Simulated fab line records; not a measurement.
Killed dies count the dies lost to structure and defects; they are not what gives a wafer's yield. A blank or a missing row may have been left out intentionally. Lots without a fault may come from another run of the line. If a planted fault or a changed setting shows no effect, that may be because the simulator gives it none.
Matching of chambers ; flow nand_harc ; NHARC_P_M0_STRIP_18 on rie_diel-11 has 4 sister chambers
The step strips in N2/H2. 4 wafers are shown with their chamber, then 7 later ones without.

== WAFERS PAIRED WITH THEIR CHAMBERS ==
wafer;chamber;showerhead_plenum_p_Torr (Torr)
L767.3;2;1.95
L767.4;1;1.89
L770.4;3;2.05
L770.5;0;1.88

== WAFERS WHOSE CHAMBER IS MISSING ==
wafer;showerhead_plenum_p_Torr (Torr)
L770.6;1.89
L779.2;1.94
L779.5;1.94
L779.6;2.05
L780.1;2.05
L780.3;1.94
L780.6;1.88

== WHICH CHAMBER EACH WENT THROUGH ==
wafer;from the rows above;in truth
L770.6;can't be placed: 1 or 0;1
L779.2;2;2
L779.5;2;2
L779.6;3;3
L780.1;3;3
L780.3;2;2
L780.6;can't be placed: 0 or 1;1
Placed correctly: 5 of 7. Cannot be placed on the basis of these rows: 2; the candidates contain the true chamber in 2. Number placed wrongly: 0.
How it was worked out, from the rows above alone: a wafer's distance from a chamber is the root of the sum, over the readings, of the square of ((its reading less the chamber's mean) divided by the reading's scatter). The wafer belongs to the nearest chamber; if the next one is less than 2 further off, it can't be placed. A chamber's mean is the mean of its shown wafers. The scatter: with one shown wafer a chamber, the root of the mean of the squares of how far each hidden wafer lies from its nearest shown one.
